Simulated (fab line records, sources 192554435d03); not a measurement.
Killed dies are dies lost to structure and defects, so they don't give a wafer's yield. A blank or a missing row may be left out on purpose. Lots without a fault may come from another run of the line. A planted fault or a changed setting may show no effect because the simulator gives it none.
fab line records | flow n5_finfet
record lots=6 wafers=18 last_day=15
route steps=1938 shown HKMG_FIN@426 BEOL_M4@1111 PASSIVATION@1936
lots that met no fault: from a run of the same line without faults
start_h: hours from the record's first day to the start of the lot's first wafer shown | wait_h: hours since the lot's step before | " the same as in the row above | L1.1+2: a row that stands for several wafers | - no value, or no start given | * or withheld: withheld | < > ~ a bound
route shown NAME@n: a module of which the file shows steps, and the number in the route of the first | usual: mean/standard deviation of fault-free wafers | same: alike in all rows | chamber/n: place in a boat | sites: the reading at each site | _std_site: their standard deviation | _edge_site: outer sites' mean less inner sites' | radius_mm: how far each site lies from the wafer's centre | mask NAME#n: copy n | behind: the tool/chamber that last shaped the wafer | hold: why the lot was held/for how many hours/how that ended | device: the transistor (n, p or np) that didn't switch | end of line: the same wafers' tests at the end of the route | a step without rows: its recipe alone | killed: dies lost to structure and defects at the first sort, not the wafer's yield | map: a wafer's dies, x killed, . not, _ none there
set.NAME: the setting as run; set.NAME@STEP: as run at that earlier step | model.NAME: the simulator's own value behind a step, which no gauge read
lots at some steps of the route; a table a step, a row a wafer
services: from which hour (start_h, from the record's first day; less than 0 if before it) a tool's chamber was out of use, for how many hours, and why
## steps
# step N5_HKMG_FIN_SOFTBAKE_07
# recipe temp_c=110 time_s=60 resist=CAR-ArF
# step N5_HKMG_FIN_EXPOSE_09
# recipe mask_id=NWFM na=1.35 source_shape=conventional sigma_outer=0.8 polarization=unpolarized dose_mj=39.25
# step N5_HKMG_FIN_PEB_10
# recipe peb_temp_c=withheld peb_time_s=60 resist=CAR-ArF
# step N5_HKMG_FIN_DEVELOP_11
# recipe develop_time_s=30 developer=TMAH resist=CAR-ArF dev_temp_c=23 rinse_liquid=diw dry=air_spin
# step N5_HKMG_FIN_CD_MEAS_12
# recipe target_cd_nm=92.8 landing_energy_ev=500 detector=se_inlens
# usual cd_nm=92.6/0.82
# same landing_energy_ev=500
# columns lot.wafer tool chamber start_h wait_h cd_nm
L906.1 cd_sem-03 0 86.52 - 91.9
L906.2 " 0 " " 91.2
L906.5 " 0 " " 92.1
L909.1 cd_sem-01 0 98.80 - 93.3
L909.4 " 0 " " 94.3
L909.6 " 0 " " 93.1
L910.3 cd_sem-02 0 104.08 - 93.0
L910.4 " 0 " " 92.9
L910.5 " 0 " " 93.2
L911.3 cd_sem-01 0 115.69 - 92.6
L911.5 " 0 " " 92.8
L911.6 " 0 " " 93.3
L912.1 cd_sem-03 0 116.40 - 92.8
L912.4 " 0 " " 92.7
L912.5 " 0 " " 91.8
L920.1 cd_sem-01 0 167.19 - 93.9
L920.2 " 0 " " 92.3
L920.5 " 0 " " 93.0
# step N5_HKMG_FIN_OVL_MEAS_13
# recipe points_per_wafer=44
# usual NWFM_OVL=-0.3/0.72
# columns lot.wafer tool chamber start_h wait_h NWFM_OVL[nm]
L906.1 overlay-01 0 86.55 0.0 0.0
L906.2 " 0 " " 0.0
L906.5 " 0 " " -0.4
L909.1 overlay-01 0 98.83 0.0 -1.1
L909.4 " 0 " " -1.8
L909.6 " 0 " " -1.4
L910.3 overlay-01 0 104.11 0.0 0.0
L910.4 " 0 " " -0.3
L910.5 " 0 " " 0.6
L911.3 overlay-01 0 115.72 0.0 -1.9
L911.5 " 0 " " -1.1
L911.6 " 0 " " -0.7
L912.1 overlay-02 0 116.43 0.0 0.3
L912.4 " 0 " " -0.2
L912.5 " 0 " " -0.6
L920.1 overlay-01 0 167.22 0.0 -0.8
L920.2 " 0 " " -0.9
L920.5 " 0 " " -0.1
# step N5_HKMG_FIN_INSPECT_14
# recipe mode=adi inspect_instrument=macro
# usual raw_defect_count=2.0/1.4
# columns lot.wafer tool chamber start_h wait_h raw_defect_count
L906.1 defect_inspect-01 - 86.57 0.0 1
L906.2 " - " " 4
L906.5 " - " " 2
L909.1 defect_inspect-02 - 98.85 0.0 5
L909.4 " - " " 2
L909.6 " - " " 0
L910.3 defect_inspect-02 - 104.13 0.0 4
L910.4 " - " " 2
L910.5 " - " " 3
L911.3 defect_inspect-02 - 115.75 0.0 1
L911.5 " - " " 1
L911.6 " - " " 0
L912.1 defect_inspect-02 - 116.46 0.0 3
L912.4 " - " " 2
L912.5 " - " " 3
L920.1 defect_inspect-02 - 167.24 0.0 1
L920.2 " - " " 0
L920.5 " - " " 0
# step N5_HKMG_FIN_DESCUM_17
# recipe chemistry=O2 time_s=7.9 source_power_w=50 bias_power_w=20 pressure_mtorr=20 rf_frequency_hz=2.712e+07 temp_c=40 resist=CAR-ArF o2_flow_sccm=225
# usual drypump_motor_current_A=5.7/0.48 oes_product_au=0.80/0.088 rf_vpp_V=243.8/1.6 showerhead_plenum_p_Torr=2.12/0.087 throttle_valve_pct=20.37/0.22
# same time_s=7.9
# columns lot.wafer tool chamber start_h wait_h drypump_motor_current_A oes_product_au rf_hours_counter_h rf_vpp_V showerhead_plenum_p_Torr throttle_valve_pct
L906.1 rie_diel-04 0 86.61 0.0 5.5 0.94 6 245.0 2.23 20.31
L906.2 " 1 " " 5.8 1.02 0 242.6 2.06 20.26
L906.5 " 2 " " 5.1 0.88 - 245.9 2.18 19.92
L909.1 rie_diel-01 3 99.09 0.2 5.7 0.75 156 244.9 2.14 20.19
L909.4 " 1 " " 5.8 0.73 170 240.1 2.01 20.43
L909.6 " 1 " " 5.8 0.72 - 242.2 2.01 20.42
L910.3 rie_diel-01 3 104.16 0.0 5.7 0.75 159 244.3 2.14 20.19
L910.4 " 0 " " 6.5 0.89 40 244.4 2.17 20.42
L910.5 " 0 " " 6.5 0.89 - 244.3 2.17 20.41
L911.3 rie_diel-01 0 115.78 0.0 6.5 0.88 45 243.9 2.17 20.42
L911.5 " 3 " " 5.7 0.75 - 243.7 2.14 20.20
L911.6 " 0 " " 6.5 0.87 - 245.3 2.17 20.43
L912.1 rie_diel-03 1 116.51 0.1 5.2 0.94 29 244.5 2.22 20.01
L912.4 " 3 " " 5.6 0.71 180 245.1 2.14 20.62
L912.5 " 1 " " 5.2 0.92 - 246.1 2.22 20.01
L920.1 rie_diel-03 2 167.72 0.5 6.0 0.77 142 241.8 2.00 20.33
L920.2 " 1 " " 5.2 0.89 49 245.1 2.22 20.05
L920.5 " 1 " " 5.2 0.90 - 245.4 2.21 20.05
# step N5_HKMG_FIN_ETCH_31
# recipe chemistry=CF4 target=SiARC target_depth_a=455 mask_material=CAR-ArF time_s=75.8 ion_energy_ev=80 pressure_mtorr=40 source_w=545 bias_w=36 Ar_flow_sccm=100 cf4_flow_sccm=100 ends=cleared
# usual drypump_motor_current_A=5.7/0.48 etch_rf_on_time_s=74.6/2.3 mfc_ar_sccm=100.01/0.29 oes_product_au=0.69/0.077 rf_fwd_power_W=539.7/2.6 rf_vpp_V=184.4/1.4 showerhead_plenum_p_Torr=2.18/0.092 throttle_valve_pct=15.62/0.23
# columns lot.wafer tool chamber start_h wait_h drypump_motor_current_A etch_rf_on_time_s mfc_ar_sccm oes_product_au rf_fwd_power_W rf_hours_counter_h rf_vpp_V showerhead_plenum_p_Torr throttle_valve_pct
L906.1 rie_diel-04 0 86.64 0.0 5.5 75.0 100.01 0.80 543.3 7 185.6 2.30 15.58
L906.2 " 1 " " 5.8 74.8 99.83 0.87 541.3 0 182.9 2.09 15.32
L906.5 " 2 " " 5.1 69.7 99.51 0.78 540.9 - 184.1 2.28 15.33
L909.1 rie_diel-01 3 99.13 0.0 5.7 75.2 99.97 0.66 539.2 157 184.5 2.22 15.58
L909.4 " 1 " " 5.8 75.7 100.02 0.63 538.7 170 183.0 2.06 15.56
L909.6 " 1 " " 5.8 75.8 99.98 0.63 540.5 - 184.8 2.06 15.53
L910.3 rie_diel-01 3 104.20 0.0 5.7 76.3 100.34 0.64 542.2 159 184.4 2.22 15.59
L910.4 " 0 " " 6.5 74.4 100.07 0.74 541.2 41 183.5 2.19 15.32
L910.5 " 0 " " 6.5 73.7 99.87 0.74 539.5 - 185.9 2.19 15.35
L911.3 rie_diel-01 0 115.81 0.0 6.5 73.5 100.24 0.74 543.4 45 185.2 2.19 15.35
L911.5 " 3 " " 5.7 75.9 99.73 0.64 538.8 - 186.3 2.22 15.58
L911.6 " 0 " " 6.5 74.5 100.42 0.73 543.4 - 184.1 2.19 15.35
L912.1 rie_diel-03 1 116.55 0.0 5.2 71.2 100.70 0.80 534.8 29 185.9 2.29 15.38
L912.4 " 3 " " 5.6 76.6 100.30 0.60 534.4 180 185.7 2.24 16.12
L912.5 " 1 " " 5.2 71.3 99.69 0.80 533.8 - 185.6 2.29 15.38
L920.1 rie_diel-03 2 167.76 0.0 6.0 72.5 100.49 0.67 541.4 142 183.7 2.06 15.56
L920.2 " 1 " " 5.2 71.3 99.90 0.78 537.0 49 186.6 2.28 15.43
L920.5 " 1 " " 5.2 71.3 99.93 0.77 534.3 - 185.7 2.28 15.43
# step N5_HKMG_FIN_ETCH_32
# recipe chemistry=N2/H2 target=SOC target_depth_a=2400 temp_c=40 time_s=300 ion_energy_ev=200 mask_material=SiARC pressure_mtorr=30 source_w=840 bias_w=150 n2_flow_sccm=200 h2_flow_sccm=200
# usual drypump_motor_current_A=5.7/0.48 oes_product_au=0.80/0.09 rf_fwd_power_W=837.9/2.2 rf_vpp_V=525/3.1 showerhead_plenum_p_Torr=2.59/0.11 throttle_valve_pct=17.9/0.31
# same time_s=300
# columns lot.wafer tool chamber start_h wait_h drypump_motor_current_A oes_product_au rf_fwd_power_W rf_hours_counter_h rf_vpp_V showerhead_plenum_p_Torr throttle_valve_pct
L906.1 rie_diel-04 0 86.70 0.0 5.5 0.94 836.8 7 527 2.73 17.9
L906.2 " 1 " " 5.8 1.01 839.8 0 521 2.49 17.7
L906.5 " 2 " " 5.1 0.91 835.2 - 528 2.68 17.4
L909.1 rie_diel-01 3 99.18 0.0 5.7 0.76 838.5 157 527 2.69 18.1
L909.4 " 1 " " 5.7 0.74 835.5 170 522 2.44 17.9
L909.6 " 1 " " 5.8 0.73 834.1 - 521 2.44 17.9
L910.3 rie_diel-01 3 104.25 0.0 5.7 0.75 836.3 159 527 2.69 18.1
L910.4 " 0 " " 6.5 0.87 841.3 41 527 2.60 17.6
L910.5 " 0 " " 6.5 0.86 840.6 - 525 2.60 17.6
L911.3 rie_diel-01 0 115.87 0.0 6.5 0.88 838.8 45 525 2.60 17.6
L911.5 " 3 " " 5.7 0.76 842.6 - 528 2.69 18.1
L911.6 " 0 " " 6.5 0.88 838.9 - 524 2.60 17.6
L912.1 rie_diel-03 1 116.60 0.0 5.2 0.93 837.5 29 529 2.69 17.3
L912.4 " 3 " " 5.7 0.71 841.0 180 525 2.62 18.2
L912.5 " 1 " " 5.2 0.94 834.5 - 529 2.69 17.3
L920.1 rie_diel-03 2 167.81 0.0 6.0 0.79 840.1 142 522 2.43 17.7
L920.2 " 1 " " 5.2 0.90 839.0 49 526 2.68 17.4
L920.5 " 1 " " 5.2 0.91 836.7 - 528 2.68 17.3
# step N5_HKMG_FIN_STRIP_33
# recipe chemistry=N2/H2 temp_c=40 n2_flow_sccm=200 h2_flow_sccm=200 rf_frequency_hz=6e+07
# step N5_HKMG_FIN_STRIP_34
# recipe chemistry=CF4 resist=SiARC power_w=300 bias_power_w=75 pressure_mtorr=50 cf4_flow_sccm=150 rf_frequency_hz=6e+07
# usual drypump_motor_current_A=5.7/0.48 oes_product_au=0.79/0.08 rf_vpp_V=271.7/1.8 showerhead_plenum_p_Torr=1.83/0.078 throttle_valve_pct=13.59/0.25
# columns lot.wafer tool chamber start_h wait_h drypump_motor_current_A oes_product_au rf_hours_counter_h rf_vpp_V showerhead_plenum_p_Torr throttle_valve_pct
L906.1 rie_diel-04 0 86.89 0.0 5.5 0.93 7 273.5 1.92 13.49
L906.2 " 1 " " 5.8 0.99 0 270.3 1.74 13.23
L906.5 " 2 " " 5.1 0.85 - 273.3 1.91 13.27
L909.1 rie_diel-01 3 99.37 0.0 5.6 0.75 157 273.5 1.86 13.56
L909.4 " 1 " " 5.8 0.74 170 267.8 1.72 13.54
L909.6 " 1 " " 5.8 0.72 - 270.6 1.72 13.52
L910.3 rie_diel-01 3 104.44 0.0 5.7 0.76 159 272.5 1.86 13.57
L910.4 " 0 " " 6.5 0.85 41 273.0 1.83 13.27
L910.5 " 0 " " 6.5 0.85 - 271.9 1.83 13.24
L911.3 rie_diel-01 0 116.06 0.0 6.5 0.85 45 271.9 1.83 13.26
L911.5 " 3 " " 5.7 0.75 - 273.5 1.86 13.60
L911.6 " 0 " " 6.6 0.84 - 272.1 1.83 13.25
L912.1 rie_diel-03 1 116.79 0.0 5.2 0.90 29 273.9 1.93 13.36
L912.4 " 3 " " 5.6 0.69 180 273.1 1.89 14.15
L912.5 " 1 " " 5.2 0.90 - 272.9 1.93 13.37
L920.1 rie_diel-03 2 168.00 0.0 6.0 0.77 142 270.6 1.73 13.55
L920.2 " 1 " " 5.2 0.87 49 272.4 1.92 13.39
L920.5 " 1 " " 5.2 0.87 - 272.8 1.92 13.40
# step N5_HKMG_FIN_ETCH_35
# recipe chemistry=N2/H2 target=SOC target_depth_a=2158 ion_energy_ev=65 bias_w=5 source_w=3000 time_s=243.4 pressure_mtorr=30 n2_flow_sccm=200 h2_flow_sccm=200
# usual drypump_motor_current_A=5.7/0.48 oes_product_au=0.80/0.09 rf_fwd_power_W=2991/10 rf_vpp_V=142.0/1.2 showerhead_plenum_p_Torr=2.59/0.11 throttle_valve_pct=17.9/0.31
# same time_s=243.4
# columns lot.wafer tool chamber start_h wait_h drypump_motor_current_A oes_product_au rf_fwd_power_W rf_hours_counter_h rf_vpp_V showerhead_plenum_p_Torr throttle_valve_pct model.HKMG_FIN.feature_depth_nm model.etch.depth_nm model.SOC_of_HKMG_FIN_COAT_29.thk_nm
L906.1 rie_diel-04 0 86.91 0.0 5.5 0.94 3010 7 142.6 2.73 17.9 215.2 215.2 83.6
L906.2 " 1 " " 5.9 1.02 2979 0 141.6 2.49 17.7 218.6 218.6 80.4
L906.5 " 2 " " 5.1 0.91 2994 - 143.2 2.68 17.5 236.6 236.6 62
L909.1 rie_diel-01 3 99.39 0.0 5.7 0.76 2975 157 142.5 2.69 18.1 217 217 83
L909.4 " 1 " " 5.7 0.74 2982 170 141.7 2.44 17.9 213.6 213.5 86.4
L909.6 " 1 " " 5.7 0.74 2989 - 141.7 2.44 17.9 213.2 213.1 86.6
L910.3 rie_diel-01 3 104.46 0.0 5.7 0.86 3714 159 131.8 2.69 18.1 261.8 261.8 38.2
L910.4 " 0 " " 6.5 0.98 3714 41 132.3 2.60 17.6 265.8 265.7 34.8
L910.5 " 0 " " 6.5 0.99 3710 - 131.0 2.60 17.6 266.4 266.3 33.6
L911.3 rie_diel-01 0 116.08 0.0 6.5 0.99 3693 45 133.5 2.60 17.6 266 266.1 33.8
L911.5 " 3 " " 5.7 0.85 3701 - 132.5 2.69 18.1 258.8 258.9 41
L911.6 " 0 " " 6.5 0.98 3694 - 131.2 2.60 17.6 267.4 267.3 33.2
L912.1 rie_diel-03 1 116.81 0.0 5.2 0.93 2982 29 142.4 2.69 17.3 226.8 226.9 73.6
L912.4 " 3 " " 5.6 0.70 2973 180 142.2 2.62 18.2 212.6 212.7 88
L912.5 " 1 " " 5.2 0.94 2993 - 142.8 2.69 17.3 228 227.9 73.8
L920.1 rie_diel-03 2 168.02 0.0 6.0 0.79 2994 142 141.0 2.43 17.7 226 226.1 73.2
L920.2 " 1 " " 5.2 0.91 3001 49 144.1 2.68 17.3 230.8 230.8 68.4
L920.5 " 1 " " 5.2 0.91 3010 - 142.5 2.68 17.3 231.8 231.9 68.4
# step N5_HKMG_FIN_STRIP_92
# recipe chemistry=N2/H2 material=SOC time_s=20 power_w=500 temp_c=40 pressure_mtorr=50 rf_frequency_hz=6e+07 bias_power_w=8 h2_frac=0.5 n2_flow_sccm=300 h2_flow_sccm=300
# usual drypump_motor_current_A=5.7/0.48 oes_product_au=0.80/0.091 rf_vpp_V=54.3/0.88 showerhead_plenum_p_Torr=3.42/0.14 throttle_valve_pct=19.0/0.47
# same time_s=20
# columns lot.wafer tool chamber start_h wait_h drypump_motor_current_A oes_product_au rf_hours_counter_h rf_vpp_V showerhead_plenum_p_Torr throttle_valve_pct model.SOC_of_HKMG_FIN_COAT_29.thk_nm
L906.1 rie_diel-04 0 87.06 0.1 5.6 0.94 7 54.7 3.59 19.3 73.4
L906.2 " 1 " " 5.9 1.02 0 54.7 3.29 19.2 69.8
L906.5 " 2 " " 5.1 0.90 - 54.9 3.53 18.7 51
L909.1 rie_diel-01 3 99.54 0.1 5.7 0.74 157 55.2 3.55 19.3 73
L909.4 " 1 " " 5.8 0.74 170 54.6 3.23 19.4 76.2
L909.6 " 1 " " 5.8 0.74 - 53.5 3.23 19.3 76.4
L910.3 rie_diel-01 3 104.61 0.1 5.7 0.74 159 54.0 3.55 19.3 28.2
L910.4 " 0 " " 6.5 0.87 41 53.6 3.43 18.7 24.4
L910.5 " 0 " " 6.5 0.87 - 55.2 3.43 18.7 23.2
L911.3 rie_diel-01 0 116.23 0.1 6.6 0.87 45 55.1 3.43 18.7 23.2
L911.5 " 3 " " 5.7 0.74 - 54.4 3.54 19.3 31
L911.6 " 0 " " 6.5 0.87 - 53.6 3.43 18.7 22.6
L912.1 rie_diel-03 1 116.96 0.1 5.2 0.93 29 54.3 3.54 18.2 63
L912.4 " 3 " " 5.6 0.70 180 54.5 3.46 19.3 78.2
L912.5 " 1 " " 5.2 0.93 - 53.2 3.54 18.2 63.2
L920.1 rie_diel-03 2 168.17 0.1 6.0 0.78 142 53.4 3.21 18.5 62.6
L920.2 " 1 " " 5.2 0.90 49 54.1 3.53 18.2 57.8
L920.5 " 1 " " 5.2 0.90 - 54.0 3.53 18.2 57.6
# step N5_HKMG_FIN_WET_ETCH_18
# recipe chemistry=SC1 target=TiN mix=1:1:5 temp_c=* time_s=55 target_depth_nm=5.2 dry=ipa_marangoni rinse_time_s=30 rinse_temp_c=23
# step N5_BEOL_M4_RC_MEAS_101
# usual DIBL_N=36.7/2.4 DIBL_P=37.4/2.9 IOFF_N=0.18/0.05 IOFF_P=0.23/0.058 ION_N=683/16 ION_P=467/11 SS_N=71.7/0.77 SS_P=73.5/0.87 VT_N=249/4.3 VT_P=-250/4.4
# columns lot.wafer tool chamber start_h wait_h DIBL_N[mV/V] DIBL_P[mV/V] IOFF_N[nA/um] IOFF_P[nA/um] ION_N[uA/um] ION_P[uA/um] SS_N[mV/dec] SS_P[mV/dec] VT_N[mV] VT_P[mV]
L906.1 prober-02 0 175.90 0.0 35.7 34.7 0.15 0.18 672 462 71.4 72.3 250 -251
L906.2 " 0 " " 36.2 37.0 0.16 0.21 692 474 71.0 73.2 249 -250
L906.5 " 0 " " 30.8 30.5 0.09 0.13 675 468 69.7 71.3 257 -257
L909.1 prober-01 0 190.35 0.0 36.2 35.5 0.15 0.18 672 460 71.6 72.8 251 -253
L909.4 " 0 " " 33.7 31.3 0.10 0.13 630 433 71.2 72.3 261 -259
L909.6 " 0 " " 34.1 33.4 0.13 0.16 696 468 70.8 72.5 250 -254
L910.3 prober-01 0 196.27 0.3 37.1 38.5 0.19 0.23 694 472 71.3 73.6 246 -250
L910.4 " 0 " " 39.4 43.2 0.25 0.34 710 486 72.3 74.7 245 -245
L910.5 " 0 " " 39.5 42.6 0.26 0.32 692 468 73.1 75.1 242 -246
L911.3 prober-01 0 201.35 0.3 40.9 42.0 0.29 0.40 689 475 72.6 74.5 239 -238
L911.5 " 0 " " 39.0 39.7 0.23 0.32 693 478 72.0 73.5 243 -244
L911.6 " 0 " " 35.2 34.7 0.16 0.21 698 479 70.9 73.2 247 -249
L912.1 prober-02 0 202.78 0.0 39.8 40.4 0.26 0.29 707 472 73.0 73.8 242 -246
L912.4 " 0 " " 40.2 42.7 0.28 0.34 688 471 72.0 75.4 242 -245
L912.5 " 0 " " 33.9 35.4 0.14 0.19 661 460 70.8 73.2 251 -249
L920.1 prober-01 0 251.47 0.0 34.5 33.6 0.14 0.18 670 458 71.1 72.3 254 -251
L920.2 " 0 " " 39.5 40.5 0.26 0.28 701 471 72.4 74.9 245 -247
L920.5 " 0 " " 37.0 37.1 0.21 0.22 695 464 71.6 73.4 245 -251
# step N5_PASSIVATION_PROBE_49
# usual defect_limited_yield=91.4/1.6 killed_at_M0_to_M3=31/11 killed_at_M4_up=14/5.7 killed_at_contacts=12/6 killed_at_front_end=41/13 killed_at_other=3.3/2.8 killed_dies=101/19 killed_on_rim=13/3.9 killed_open=67/14 killed_short=33/8.2 sort_bin_4_leakage=0.0/0.37 sort_bin_5_function=5.0/1.1 sort_bin_6_memory=3.3/0.74 sort_bin_8_speed=0.0/0.36 sort_n_pass=1078/20 sort_yield_pct=91.3/1.7
# same gross_dies=1180 killed_at_back_side=0
# columns lot.wafer tool chamber start_h wait_h defect_limited_yield[%] killed_at_M0_to_M3 killed_at_M4_up killed_at_contacts killed_at_front_end killed_at_other killed_dies killed_on_rim killed_open killed_short sort_bin_4_leakage[%] sort_bin_5_function[%] sort_bin_6_memory[%] sort_bin_8_speed[%] sort_n_pass sort_yield_pct[%]
L906.1 prober-02 - 278.19 0.0 91.4 31 13 7 48 3 102 13 57 42 0 5.3 3.1 0 1078 91.4
L906.2 prober-02 - 278.24 0.1 91.4 41 9 9 41 2 102 14 62 30 0 4.3 3.4 0.1 1078 91.4
L906.5 prober-02 - 278.39 0.2 91.1 27 18 7 47 6 105 11 68 36 0 5.3 3.3 0 1075 91.1
L910.3 prober-01 - 298.95 0.1 88.1 32 17 12 74 6 141 24 92 49 0 7.3 4.6 0 1039 88.1
L910.4 prober-01 - 299.00 0.2 90.6 32 16 18 43 2 111 19 73 38 0 5.9 3.1 0 1069 90.6
L910.5 prober-01 - 299.05 0.2 92.5 28 13 14 32 1 88 13 66 21 0.1 4.5 2.5 0 1091 92.5
L912.1 prober-01 - 305.70 0.0 89.2 26 19 21 61 1 128 19 94 34 0 6.5 4.0 0 1052 89.2
L912.4 prober-01 - 305.85 0.2 93.4 13 14 6 44 1 78 12 50 23 0.1 3.3 2.6 0 1101 93.3
L912.5 prober-01 - 305.90 0.2 89.7 21 23 6 64 8 122 15 75 43 0 6.7 3.1 0 1058 89.7
L911.3 prober-02 - 306.45 0.1 92.6 21 15 12 39 0 87 17 54 28 0 3.8 2.9 0 1093 92.6
L911.5 prober-02 - 306.55 0.2 92.2 32 14 10 34 2 92 11 57 35 0 4.6 3.0 0 1088 92.2
L911.6 prober-02 - 306.60 0.3 93.6 20 11 6 38 0 75 8 52 23 0 3.2 2.8 0 1105 93.6
L920.1 prober-01 - 364.60 0.0 95.5 13 4 10 22 4 53 4 39 14 0 2.6 1.6 0 1127 95.5
L920.2 prober-01 - 364.65 0.1 94.7 16 12 6 26 2 62 8 33 28 0.1 3.3 1.9 0 1117 94.7
L920.5 prober-01 - 364.80 0.2 91.3 33 8 10 52 0 103 13 71 32 0 5.1 3.4 0 1077 91.3
# killed by level:class
L906.1 STI_FIN_REVEAL:geometric_particle:open=11 GATE_CUT:geometric_particle:short=10 BEOL_M0:geometric_particle:short=9 BEOL_M4:geometric_particle:open=9 BEOL_M3:geometric_particle:open=8 MOL_CONTACT_COAG:geometric_particle:open=6 FIN_SAQP:geometric_particle:open=4 STI_FIN_REVEAL:geometric_particle:short=4
L906.2 STI_FIN_REVEAL:geometric_particle:open=17 BEOL_M0_SAQP:geometric_particle:short=12 BEOL_M0_SAQP:geometric_particle:open=12 MOL_CONTACT_COAG:geometric_particle:open=8 HKMG_FIN:area_etch=6 BEOL_M0:geometric_particle:short=5 BEOL_M0:geometric_particle:open=4 BEOL_M4:geometric_particle:open=4
L906.5 FIN_SAQP:geometric_particle:open=12 STI_FIN_REVEAL:geometric_particle:open=12 BEOL_M0_SAQP:geometric_particle:short=8 BEOL_M0_SAQP:geometric_particle:open=8 BEOL_M4:geometric_particle:open=7 MOL_CONTACT_COAG:geometric_particle:open=6 BEOL_M3:geometric_particle:open=5 GATE_CUT:geometric_particle:open=4
L910.3 STI_FIN_REVEAL:geometric_particle:open=20 FIN_SAQP:geometric_particle:short=17 BEOL_M2:geometric_particle:open=14 FIN_SAQP:geometric_particle:open=11 MOL_CONTACT_COAG:geometric_particle:open=8 BEOL_M0_SAQP:geometric_particle:open=6 STI_FIN_REVEAL:geometric_particle:short=5 GATE_CUT:geometric_particle:short=5
L910.4 MOL_CONTACT_COAG:geometric_particle:open=17 FIN_SAQP:geometric_particle:short=10 BEOL_M2:geometric_particle:open=9 BEOL_M3:geometric_particle:open=8 STI_FIN_REVEAL:geometric_particle:open=5 STARTING-WAFER:geometric_particle:short=5 FIN_SAQP:geometric_particle:open=4 DUMMY_GATE:geometric_particle:open=4
L910.5 MOL_CONTACT_COAG:geometric_particle:open=13 FIN_SAQP:geometric_particle:open=9 STI_FIN_REVEAL:geometric_particle:open=8 BEOL_M3:geometric_particle:open=8 BEOL_M6:geometric_particle:open=5 FIN_SAQP:geometric_particle:short=4 BEOL_M2:geometric_particle:short=4 STI_FIN_REVEAL:geometric_particle:short=3
L912.1 MOL_CONTACT_COAG:geometric_particle:open=17 FIN_SAQP:geometric_particle:open=14 FIN_SAQP:geometric_particle:short=12 STI_FIN_REVEAL:geometric_particle:open=11 BEOL_M3:geometric_particle:open=7 DUMMY_GATE:geometric_particle:open=7 BEOL_M0_SAQP:geometric_particle:open=7 BEOL_M0_SAQP:geometric_particle:short=7
L912.4 FIN_SAQP:geometric_particle:open=14 FIN_SAQP:geometric_particle:short=8 STI_FIN_REVEAL:geometric_particle:open=6 BEOL_M4:geometric_particle:open=6 HKMG_FIN:area_etch=5 MOL_CONTACT_COAG:geometric_particle:open=4 BEOL_M2:geometric_particle:open=4 DUMMY_GATE:geometric_particle:open=3
L912.5 FIN_SAQP:geometric_particle:short=18 FIN_SAQP:geometric_particle:open=17 STI_FIN_REVEAL:geometric_particle:open=10 BEOL_M0_SAQP:geometric_particle:short=6 DUMMY_GATE:geometric_particle:open=5 GATE_CUT:geometric_particle:short=5 MOL_CONTACT_COAG:geometric_particle:open=5 BEOL_M3:geometric_particle:open=5
L911.3 MOL_CONTACT_COAG:geometric_particle:open=8 BEOL_M4:geometric_particle:open=7 FIN_SAQP:geometric_particle:short=6 FIN_SAQP:geometric_particle:open=5 DUMMY_GATE:geometric_particle:open=5 GATE_CUT:geometric_particle:short=5 BEOL_M0_SAQP:geometric_particle:short=5 BEOL_M3:geometric_particle:open=5
L911.5 BEOL_M0_SAQP:geometric_particle:short=11 MOL_CONTACT_COAG:geometric_particle:open=10 FIN_SAQP:geometric_particle:short=9 FIN_SAQP:geometric_particle:open=7 BEOL_M0_SAQP:geometric_particle:open=7 BEOL_M4:geometric_particle:open=7 DUMMY_GATE:geometric_particle:open=5 STI_FIN_REVEAL:geometric_particle:open=3
L911.6 STI_FIN_REVEAL:geometric_particle:open=10 MOL_CONTACT_COAG:geometric_particle:open=6 BEOL_M1:geometric_particle:open=6 FIN_SAQP:geometric_particle:open=5 DUMMY_GATE:geometric_particle:open=5 GATE_CUT:geometric_particle:short=5 BEOL_M3:geometric_particle:open=4 BEOL_M4:geometric_particle:open=3
L920.1 MOL_CONTACT_COAG:geometric_particle:open=8 STI_FIN_REVEAL:geometric_particle:open=7 STARTING-WAFER:geometric_particle:short=5 BEOL_M2:geometric_particle:open=3 BEOL_M4:geometric_particle:open=3 MIM_BOT:geometric_particle:open=3 DUMMY_GATE:geometric_particle:open=2 MOL_CONTACT_COAG:geometric_particle:short=2
L920.2 FIN_SAQP:geometric_particle:short=5 BEOL_M3:geometric_particle:open=5 DUMMY_GATE:geometric_particle:open=4 MOL_CONTACT_COAG:geometric_particle:open=4 STI_FIN_REVEAL:geometric_particle:short=3 ILD0:geometric_particle:open=3 GATE_CUT:geometric_particle:short=3 GATE_CUT:geometric_particle:open=3
L920.5 STI_FIN_REVEAL:geometric_particle:open=15 FIN_SAQP:geometric_particle:open=12 FIN_SAQP:geometric_particle:short=11 BEOL_M3:geometric_particle:open=11 MOL_CONTACT_COAG:geometric_particle:open=8 BEOL_M0_SAQP:geometric_particle:short=8 BEOL_M0_SAQP:geometric_particle:open=8 DUMMY_GATE:geometric_particle:open=6
## services
# columns tool chamber start_h hours kind
rie_diel-04 1 71.81 - clean
rie_diel-04 1 71.81 - consumable_replace:focus_ring
rie_diel-04 1 71.81 14.5 scheduled_down
rie_diel-04 1 71.81 14.5 vent_cycle
rie_diel-01 1 119.12 7.1 repair
rie_diel-01 2 133.21 - clean
rie_diel-01 2 133.21 - consumable_replace:focus_ring
rie_diel-01 2 133.21 - consumable_replace:showerhead
rie_diel-01 2 133.21 16.2 scheduled_down
rie_diel-01 2 133.21 16.2 vent_cycle
rie_diel-03 0 159.33 1.3 repair
## key
first_sign step=N5_HKMG_FIN_ETCH_35 reading=rf_fwd_power_W direction=up sigmas=69 usual=* struck=*
effect step=N5_HKMG_FIN_ETCH_35 reading=rf_vpp_V direction=down sigmas=8.6 usual=142.0 struck=132.0
model_effect step=N5_HKMG_FIN_ETCH_35 value=HKMG_FIN.feature_depth_nm without=220.5 struck=264.4
model_effect step=N5_HKMG_FIN_STRIP_92 value=SOC_of_HKMG_FIN_COAT_29.thk_nm without=69.3 struck=25.43
met_at N5_HKMG_FIN_ETCH_35
struck_wafers L910.3,L910.4,L910.5,L911.3,L911.5,L911.6
onset_between 99.39 104.46
fault kind=process_parameter_drift tool=rie_diel-01 chamber=- onset_h=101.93 steps=N5_HKMG_FIN_ETCH_35 channel=source_w offset=720 shape=step end_h=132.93 acts_in=these_recipes_only stated=3000
